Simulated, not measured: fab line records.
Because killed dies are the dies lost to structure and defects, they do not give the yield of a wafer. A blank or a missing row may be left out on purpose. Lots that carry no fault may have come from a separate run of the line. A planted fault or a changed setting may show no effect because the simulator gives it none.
Chamber matching	flow nand_harc	NHARC_A_DECK1_JOINT_DEP_16 on pecvd-03: 3 sister chambers
The step deposits SiO2, target thk 45 nm. 5 wafers are shown with their chamber, then 6 later ones without.

## WAFERS PAIRED WITH THEIR CHAMBERS
wafer	chamber	throttle_valve_pct (%)	heater_power_w (W)
L354.1	0	15.0	589
L354.2	2	15.0	487
L354.3	1	16.0	585
L356.3	0	15.0	646
L356.4	1	15.7	510

## WAFERS WITHOUT THEIR CHAMBER
wafer	throttle_valve_pct (%)	heater_power_w (W)
L356.6	14.8	653
L358.1	16.1	557
L358.5	15.3	531
L358.6	14.9	618
L361.4	15.3	626
L361.5	15.4	505

## CHAMBER TAKEN BY EACH
wafer	from the rows above	in truth
L356.6	0	0
L358.1	1	1
L358.5	can't be placed: 2 or 0 or 1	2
L358.6	0	0
L361.4	can't be placed: 0 or 2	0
L361.5	can't be placed: 2 or 1 or 0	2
3 of 6 placed correctly. Can't be placed from these rows: 3 (the true chamber is among the candidates in 3). Number placed wrongly: 0.
How it was worked out, from the rows above alone: a wafer's distance from a chamber is the root of the sum, over the readings, of the square of ((its reading less the chamber's mean) divided by the reading's scatter). The wafer belongs to the nearest chamber; if the next one is less than 2 further off, it can't be placed. The mean given for a chamber averages the wafers shown for that chamber. The scatter: the root of (the sum of the squares of (reading less its chamber's mean) over the shown wafers, divided by (wafers less chambers)).
